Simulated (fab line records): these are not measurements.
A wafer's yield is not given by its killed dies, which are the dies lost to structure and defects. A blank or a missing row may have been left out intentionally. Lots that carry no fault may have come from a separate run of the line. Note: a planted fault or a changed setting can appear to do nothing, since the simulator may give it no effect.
Problem report in the 8D (eight disciplines) form, filled by code ; flow n5_finfet ; the parts of the form that need people (team, actions taken, sign-off) are left out

== 1. WHAT WENT WRONG ==
Mean of lamp_zone_5_pct at N5_HKMG_FIN_HK_ANNEAL_02: 8.907 % across 3 wafers in 2 lots; on wafers with no fault it is 8.796 % (standard deviation 0.0095). Measured from the usual mean, that is +12 standard deviations.
The step: time 30 s.
Seen first at day 5 16:44 on rtp_anneal-01, wafer L672.2. The record holds 26 wafers of 9 lots with a number at this step. The rule behind "out" and "out of limits": a value lying over 4 standard deviations away from the usual mean. All remaining wafers that have a number are taken as sound.

== 2. WHAT IT IS, AND WHAT IT ISN'T ==
question;is;is not
which readings at this step;lamp_zone_5_pct, lamp_zone_1_pct, lamp_zone_2_pct, lamp_zone_3_pct, lamp_zone_4_pct, lamp_zone_6_pct, lamp_zone_7_pct;wafer_temp_C_max
which lots;L672, L673;L667, L669, L680, L683, L684, L688, L689
which wafers of those lots;L672.2, L672.6, L673.2;L672.5, L673.1
read on which tools;rtp_anneal-01;rtp_anneal-02
when;from day 5 16:44;"up to then (7 sound wafers); but 16 sound wafers of L673, L680, L683, L684, L688, L689 came after"

== 3. SUSPECTS, AND WHAT RULES EACH OUT ==
Counting: a tool at a process step up to the reading stays a suspect if it ran every lot that is out. Sound lots after the first of them don't rule it out here, since some wafers of a struck lot are sound.
- cmp-03 at N5_ILD0_CMP_12 (polishes SiNx, stops on poly-Si, t overpolish 6 s, target thk 17.67 nm): kept. Ran every lot that is out, first one L672 (day 5 11:16); last sound lot up to then L667 (day 4 03:18).
- plasma_asher-02 at N5_SDB_STRIP_22 (strips in N2/H2): kept. Ran every lot that is out, first one L672 (day 5 12:22); last sound lot up to then L669 (day 4 12:34).
- rtp_anneal-01 at N5_HKMG_FIN_HK_ANNEAL_02 (time 30 s): kept. Ran every lot that is out, first one L672 (day 5 16:44); last sound lot up to then L669 (day 4 17:46). Out on those wafers are its own readings of lamp_zone_1_pct, lamp_zone_2_pct, lamp_zone_3_pct, lamp_zone_4_pct, lamp_zone_5_pct, lamp_zone_6_pct, lamp_zone_7_pct.
- Within cmp-03 at N5_ILD0_CMP_12: the wafers that are out ran in chambers 1, 2; their sound lot-mates ran in chamber 3.
The count leaves cmp-03 at N5_ILD0_CMP_12, plasma_asher-02 at N5_SDB_STRIP_22, and rtp_anneal-01 at N5_HKMG_FIN_HK_ANNEAL_02.

== 4. THE CAUSE (what the simulator had put in) ==
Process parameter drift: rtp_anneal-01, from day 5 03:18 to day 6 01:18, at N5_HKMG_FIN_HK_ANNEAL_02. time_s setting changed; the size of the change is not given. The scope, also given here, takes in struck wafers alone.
Of the 3 suspects that counting leaves, this tool is one.

== 5. THE EFFECT CHAIN, in route order ==
Each row: a reading where the mean over the struck wafers with a number is more than 3 standard deviations away from the usual. Scope: only readings with a usual standard deviation given in the record; hours: median across lots of the time from each lot's start at the first step in this table that gives one to its start at this step; sigmas: change in usual standard deviations.
hours;step;reading;usual;on struck wafers;change;sigmas
0;N5_HKMG_FIN_HK_ANNEAL_02;lamp_zone_1_pct;8.798 %;8.918;+0.120;+13
0;N5_HKMG_FIN_HK_ANNEAL_02;lamp_zone_2_pct;8.798 %;8.917;+0.119;+12
0;N5_HKMG_FIN_HK_ANNEAL_02;lamp_zone_3_pct;8.798 %;8.909;+0.111;+12
0;N5_HKMG_FIN_HK_ANNEAL_02;lamp_zone_4_pct;8.794 %;8.906;+0.112;+10
0;N5_HKMG_FIN_HK_ANNEAL_02;lamp_zone_5_pct;8.796 %;8.907;+0.111;+12
0;N5_HKMG_FIN_HK_ANNEAL_02;lamp_zone_6_pct;8.724 %;8.844;+0.120;+12
0;N5_HKMG_FIN_HK_ANNEAL_02;lamp_zone_7_pct;9.192 %;9.312;+0.120;+11
The process steps in it:
- N5_HKMG_FIN_HK_ANNEAL_02: time 30 s.
Later measuring or inspecting steps at which every struck wafer that the step has a row for has a number for every such reading, and none has moved that far: N5_BEOL_M4_RC_MEAS_101.

== 6. HOW IT WOULD HAVE BEEN CAUGHT EARLIER ==
13 hours passed between the start of the fault at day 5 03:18 and the first reading out of limits in this record, taken at day 5 16:44.
